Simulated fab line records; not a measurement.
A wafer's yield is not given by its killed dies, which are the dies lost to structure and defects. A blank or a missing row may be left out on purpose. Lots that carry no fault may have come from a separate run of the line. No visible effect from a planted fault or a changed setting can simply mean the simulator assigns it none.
A lot that was struck, set against a sound lot :: flow n5Finfet :: 16 steps out of a route of 1938
Sound: the wafers L701.3, L701.4, L701.5. Struck: wafer L716.1. (L716.3 of the same lot was not struck and is left out.) The cause comes at the end.
Order at every step that has rows: each side's tool, ch and its chambers, its first start. Under that, the readings that differ: sound wafers :: struck wafers :: difference of the means :: sigmas: that difference in standard deviations of wafers without a fault.
alike: readings with means less than 2 such deviations apart, plus words and numbers identical on both sides. not compared: withheld readings, readings lacking a value on some wafer, bounds such as >300 that could conceal the same value, and numbers that have no deviation in the record and whose values overlap.
A row with sigmas, a row that says differs or no value, or rows on one side alone: a step with any of these is where the two part. Non-overlapping numbers with no deviation appear without sigmas and do not part them. Lack of a reading on every wafer of one side parts them only where that side has two or more wafers.

N5_GATE_CUT_OVL_MEAS_14:
  sound on overlay-01 ch 0, day 4 17:22; struck on overlay-02 ch 0, day 8 13:50
  alike: GATE_CUT_OVL
N5_GATE_CUT_INSPECT_15: inspects for defects (brightfield).
  sound: defectInspect-02 at day 4 17:24; struck: defectInspect-02 at day 8 13:54
  alike: rawDefectCount
then, 1 step without rows for these wafers: N5_GATE_CUT_DESCUM_18 (chemistry O2, time 7 s).
N5_GATE_CUT_ETCH_28: etches underlayer in N2/H2, target depth 13 nm, time 10.4 s.
  sound on rieDiel-06 ch 0,2,3, day 4 17:57; struck on rieDiel-02 ch 3, day 8 13:58
reading: oesProductAu (a.u.)
sound: 0.63 0.70 0.66
struck: 0.85
difference: +0.19
sigmas: +3
  alike: drypumpMotorCurrentA, etchRfOnTimeS, h2FlowSccm, rfVppV, showerheadPlenumPTorr, throttleValvePct
  not compared: rfHoursCounterH
N5_GATE_CUT_ETCH_36: etches SiARC in CF4, target depth 13 nm, time 21.7 s.
  sound on rieDiel-06 ch 0,2,3, day 4 17:58; struck on rieDiel-02 ch 3, day 8 13:59
reading: oesProductAu (a.u.)
sound: 0.64 0.70 0.66
struck: 0.85
difference: +0.18
sigmas: +3

reading: throttleValvePct (%)
sound: 15.72 15.76 15.61
struck: 15.22
difference: -0.48
sigmas: -2
  alike: drypumpMotorCurrentA, etchRfOnTimeS, rfVppV, showerheadPlenumPTorr
  not compared: rfHoursCounterH
N5_GATE_CUT_ETCH_37: etches SOC in N2/H2, target depth 60 nm, overetch 12 nm, time 90 s.
  sound on rieDiel-06 ch 0,2,3, day 4 17:59; struck on rieDiel-02 ch 3, day 8 14:01
reading: oesProductAu (a.u.)
sound: 0.67 0.74 0.69
struck: 0.87
difference: +0.17
sigmas: +3
  alike: drypumpMotorCurrentA, h2FlowSccm, rfVppV, showerheadPlenumPTorr, throttleValvePct
  not compared: rfHoursCounterH
then, 5 steps without rows for these wafers: N5_GATE_CUT_STRIP_38 (strips in N2/H2); N5_GATE_CUT_STRIP_39 (strips in N2/H2); N5_GATE_CUT_HM_OPEN_40 (chemistry C4F6/O2, target SiO2, target depth 139 nm, time 85.1 s); N5_GATE_CUT_STRIP_41 (strips in CF4); N5_GATE_CUT_STRIP_42 (strips in O2).
N5_GATE_CUT_ETCH_19: etches SiNx in CH3F/O2, target depth 53.7 nm, time 76.7 s.
  sound on rieDiel-06 ch 0,2,3, day 4 18:12; struck on rieDiel-02 ch 3, day 8 14:13
reading: oesProductAu (a.u.)
sound: 0.62 0.70 0.64
struck: 0.83
difference: +0.18
sigmas: +3

reading: throttleValvePct (%)
sound: 16.44 16.56 16.39
struck: 16.01
difference: -0.45
sigmas: -2
  alike: drypumpMotorCurrentA, etchRfOnTimeS, rfVppV, showerheadPlenumPTorr
  not compared: rfHoursCounterH
N5_GATE_CUT_CUT_ETCH_53: etches W in SF6/Cl2, target depth 79.2 nm.
  sound on rieMetal-01 ch 0,1, day 4 18:20; struck on rieMetal-02 ch 1, day 8 14:20
reading: etchRfOnTimeS (s)
sound: 25.6 24.8 25.7
struck: 19.0
difference: -6.4
sigmas: -11

reading: oesProductAu (a.u.)
sound: 0.58 0.79 0.57
struck: 0.82
difference: +0.17
sigmas: +2

reading: rfHoursCounterH (h)
sound: - - -
struck: 52
difference: no value on the sound wafers
sigmas: 
  alike: drypumpMotorCurrentA, throttleValvePct
N5_GATE_CUT_CUT_ETCH_54: etches TiN in Cl2/BCl3, target depth 96.7 nm.
  sound on rieMetal-01 ch 0,1, day 4 18:23; struck on rieMetal-02 ch 1, day 8 14:23
reading: rfHoursCounterH (h)
sound: - - -
struck: 52
difference: no value on the sound wafers
sigmas: 
  alike: drypumpMotorCurrentA, etchRfOnTimeS, oesProductAu, throttleValvePct
-- the record jumps here: 5 days lie between the struck wafers' starts before and after (it left off in module GATE_CUT and takes up again in module BEOL_M4, whose first step shown is number 1111 of the route) --
N5_BEOL_M4_RC_MEAS_101:
  sound on prober-02 ch 0, day 8 17:40; struck on prober-02 ch 0, day 13 10:18
  alike: DIBL_N, DIBL_P, IOFF_N, IOFF_P, ION_N, ION_P, SS_N, SS_P, VT_N, VT_P
-- record jumps: 5 days separate the struck wafers' starts on either side; left off in module BEOL_M4, taken up again in module PASSIVATION, whose first shown step is the route's number 1936 --
N5_PASSIVATION_PROBE_49:
  sound: prober-01 at day 13 03:21; struck: prober-02 at day 18 12:25
reading: killed_at_M4_up
sound: 27 18 19
struck: 5
difference: -16
sigmas: -3
  alike: defectLimitedYield, killed_at_M0_to_M3, killedAtContacts, killedAtFrontEnd, killedAtOther, killedDies, killedOpen, killedShort, sort_bin_5_function, sort_bin_6_memory, sortNPass, sortYieldPct

## WHERE THEY PART
Last at N5_PASSIVATION_PROBE_49 as far as this record goes, first at N5_GATE_CUT_ETCH_28.

WHY: whatever the simulator had introduced
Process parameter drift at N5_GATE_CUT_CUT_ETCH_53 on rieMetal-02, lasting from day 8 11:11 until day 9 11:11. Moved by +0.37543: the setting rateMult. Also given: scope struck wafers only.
